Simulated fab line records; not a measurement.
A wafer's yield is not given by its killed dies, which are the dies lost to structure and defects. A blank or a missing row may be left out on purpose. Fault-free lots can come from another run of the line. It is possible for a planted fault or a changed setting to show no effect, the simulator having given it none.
Chamber matching ; flow nandHarc ; rieDiel-13 running NHARC_A_CHANNEL_FILL_D1_STRIP_28: 4 sister chambers
The step strips in O2, time 20 s. 22 wafers are shown with their chamber, then 11 later ones without.

## WAFERS PAIRED WITH THEIR CHAMBERS
wafer;chamber;showerheadPlenumPTorr (Torr);drypumpMotorCurrentA (A);oesProductAu (a.u.)
L079.2;3;3.78;6.1;0.999
L079.3;0;3.75;6.7;1.002
L079.5;0;3.75;6.7;0.992
L079.1;1;3.47;5.9;1.003
L079.4;2;3.71;6.1;1.000
L079.6;3;3.78;6.1;0.999
L081.1;0;3.75;6.8;1.000
L081.4;3;3.78;6.1;0.998
L081.6;2;3.71;6.0;1.000
L084.1;0;3.75;6.8;1.001
L084.4;1;3.47;5.9;1.021
L084.6;0;3.75;6.8;1.000
L088.3;3;3.78;6.1;0.996
L088.4;0;3.75;6.8;0.988
L088.5;1;3.47;5.9;1.004
L088.1;2;3.70;6.1;0.987
L088.2;1;3.47;5.9;1.010
L088.6;0;3.75;6.8;0.999
L092.2;2;3.70;6.1;0.992
L092.3;0;3.75;6.8;0.989
L092.6;0;3.75;6.8;0.993
L094.1;0;3.75;6.8;0.998

SIGNATURES, as means of the wafers listed above
reading;chamber 0;chamber 1;chamber 2;chamber 3;scatter within a chamber
showerheadPlenumPTorr;3.7500;3.4700;3.7050;3.7800;0.00236
drypumpMotorCurrentA;6.780;5.900;6.075;6.100;0.0361
oesProductAu;0.99620;1.00950;0.99475;0.99800;0.00566
Rule: for a wafer and a chamber, the distance is found by dividing, reading by reading, the gap between the wafer's reading and the chamber's mean by the reading's scatter, squaring, summing and taking the root. The wafer belongs to the nearest chamber; if the next one is less than 2 further off, it can't be placed. The scatter: take each reading less its chamber's mean, square it, sum over the shown wafers, divide by the number of wafers less the number of chambers, and take the root.

## WAFERS WITHOUT THEIR CHAMBER
wafer;showerheadPlenumPTorr (Torr);drypumpMotorCurrentA (A);oesProductAu (a.u.)
L094.2;3.47;5.9;1.011
L094.3;3.70;6.1;1.001
L094.4;3.78;6.1;1.012
L094.5;3.78;6.1;1.002
L094.6;3.75;6.8;0.993
L095.2;3.46;5.9;1.004
L095.5;3.46;5.9;1.007
L095.6;3.70;6.0;0.998
L097.3;3.70;6.1;1.002
L097.4;3.46;5.8;1.018
L097.6;3.70;6.1;0.990

## CHAMBER TAKEN BY EACH
wafer;from the rows above;in truth
L094.2;1;1
L094.3;2;2
L094.4;3;3
L094.5;3;3
L094.6;0;0
L095.2;1;1
L095.5;1;1
L095.6;2;2
L097.3;2;2
L097.4;1;1
L097.6;2;2
Correctly placed: 11 of 11. Can't be placed from these rows: 0. 0 placed wrongly.
